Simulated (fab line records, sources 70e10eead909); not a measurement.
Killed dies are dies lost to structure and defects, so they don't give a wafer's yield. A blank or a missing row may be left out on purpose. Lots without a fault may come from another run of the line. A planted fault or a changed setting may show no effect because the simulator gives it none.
Problem report in the 8D (eight disciplines) form, filled by code | flow nand_harc | the parts of the form that need people (team, actions taken, sign-off) are left out

1. THE PROBLEM
thk_nm at NHARC_A_ONON_D1_THK_MEAS_08 reads a mean of 1122 nm on 2 wafers of 2 lots; wafers without a fault read 999 nm with a standard deviation of 9.9. That is +12 standard deviations from the usual mean.
The step: measures by ellipsometry.
First seen on wafer L472.4, day 15 07:56, on film_metro-01. The record holds 41 wafers of 14 lots with a number at this step. Rule for "out", or "out of limits": more than 4 standard deviations from the usual mean. The other wafers with a number count as sound.

2. WHAT IT IS AND WHAT IT IS NOT
question                    | is                | is not
which readings at this step | thk_nm            | -
which lots                  | L471, L472        | L454, L455, L456, L457, L458, L459, L460, L461, L463, L464, L466, L477
which wafers of those lots  | L471.6, L472.4    | L471.3, L472.3, L472.5
read on which gauges        | film_metro-01     | film_metro-02
when                        | from day 15 07:56 | up to then (35 sound wafers); but 4 sound wafers of L471, L477 came after

3. SUSPECTS, AND WHAT RULES EACH OUT
Counting: a tool at a process step up to the reading stays a suspect if it ran every lot that is out. Sound lots after the first of them don't rule it out here, since some wafers of a struck lot are sound.
- the gauge at NHARC_A_ONON_D1_THK_MEAS_08: kept. All the wafers that are out were read on film_metro-01, and no step on other tools shows them out.
- pecvd_onon-04 at NHARC_A_ONON_D1_DEP_06 (target thk 1000 nm): kept. It ran every lot that is out, first L472 (day 15 07:32); its last sound lot up to then is L466 (day 12 17:59).
Left after counting: pecvd_onon-04 at NHARC_A_ONON_D1_DEP_06, film_metro-01 at NHARC_A_ONON_D1_THK_MEAS_08.

4. THE CAUSE (what the simulator had put in)
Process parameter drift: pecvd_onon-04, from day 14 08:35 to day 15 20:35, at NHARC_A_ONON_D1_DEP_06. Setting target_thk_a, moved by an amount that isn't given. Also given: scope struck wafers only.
Counting left 2 suspects, and this tool is among them.

5. THE CHAIN OF EFFECTS, in route order
Each row: a reading whose mean over the struck wafers that have a number lies more than 3 standard deviations from the usual. Only readings for which the record gives a usual standard deviation are gone through. hours: the time from each lot's start at the first step in this table that gives one to its start at this step, as a median over the lots. sigmas: the change in usual standard deviations.
hours | step                        | reading | usual  | on struck wafers | change | sigmas
0     | NHARC_A_ONON_D1_THK_MEAS_08 | thk_nm  | 999 nm | 1122             | +123   | +12
Later measuring or inspecting steps at which every struck wafer that the step has a row for has a number for every such reading, and none has moved that far: NHARC_A_ONON_D1_THK_MEAS_30.

6. WHAT WOULD HAVE CAUGHT IT SOONER
In this record the first reading out of limits at a measuring or inspecting step was taken at day 15 07:56, 23 hours after the fault began at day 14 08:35.
Of the lots that are out (2), L471 began NHARC_A_ONON_D1_DEP_06 on pecvd_onon-04 after day 15 07:56. A hold on the tool at that time would have spared it.
